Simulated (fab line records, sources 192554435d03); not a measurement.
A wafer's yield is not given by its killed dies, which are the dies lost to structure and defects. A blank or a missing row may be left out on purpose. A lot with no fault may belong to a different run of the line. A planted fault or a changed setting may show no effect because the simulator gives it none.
Matching of chambers || flow n5 finfet || 3 sister chambers for N5_BEOL_M15_DEP_53 on pecvd-02
The step deposits SiCN from 3MS/NH3, target thk 50 nm, time 17.8 s. 3 wafers are shown with their chamber, then 9 later ones without.

WAFERS, EACH WITH ITS CHAMBER
{"wafer": "L078.6", "chamber": 0, "showerhead plenum p Torr (Torr)": 4.149}
{"wafer": "L091.5", "chamber": 1, "showerhead plenum p Torr (Torr)": 4.130}
{"wafer": "L091.6", "chamber": 2, "showerhead plenum p Torr (Torr)": 4.166}

WAFERS WITHOUT THEIR CHAMBER
{"wafer": "L094.1", "showerhead plenum p Torr (Torr)": 4.135}
{"wafer": "L094.5", "showerhead plenum p Torr (Torr)": 4.148}
{"wafer": "L094.6", "showerhead plenum p Torr (Torr)": 4.126}
{"wafer": "L092.1", "showerhead plenum p Torr (Torr)": 4.144}
{"wafer": "L092.2", "showerhead plenum p Torr (Torr)": 4.160}
{"wafer": "L092.4", "showerhead plenum p Torr (Torr)": 4.130}
{"wafer": "L096.1", "showerhead plenum p Torr (Torr)": 4.135}
{"wafer": "L096.4", "showerhead plenum p Torr (Torr)": 4.174}
{"wafer": "L096.5", "showerhead plenum p Torr (Torr)": 4.137}

WHICH CHAMBER EACH WENT THROUGH
{"wafer": "L094.1", "from the rows above": "can't be placed: 1 or 0", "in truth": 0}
{"wafer": "L094.5", "from the rows above": 0, "in truth": 0}
{"wafer": "L094.6", "from the rows above": 1, "in truth": 1}
{"wafer": "L092.1", "from the rows above": "can't be placed: 0 or 1", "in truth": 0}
{"wafer": "L092.2", "from the rows above": "can't be placed: 2 or 0", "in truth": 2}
{"wafer": "L092.4", "from the rows above": 1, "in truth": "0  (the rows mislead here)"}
{"wafer": "L096.1", "from the rows above": "can't be placed: 1 or 0", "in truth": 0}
{"wafer": "L096.4", "from the rows above": 2, "in truth": 2}
{"wafer": "L096.5", "from the rows above": "can't be placed: 1 or 0", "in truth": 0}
Correct placement for 3 of the 9. Cannot be placed on the basis of these rows: 5; the candidates contain the true chamber in 5. 1 placed wrongly.
How it was worked out, from the rows above alone: a wafer's distance from a chamber is the root of the sum, over the readings, of the square of ((its reading less the chamber's mean) divided by the reading's scatter). The wafer belongs to the nearest chamber; if the next one is less than 2 further off, it can't be placed. A chamber's mean is the mean of its shown wafers. The scatter: with one shown wafer a chamber, the root of the mean of the squares of how far each hidden wafer lies from its nearest shown one.
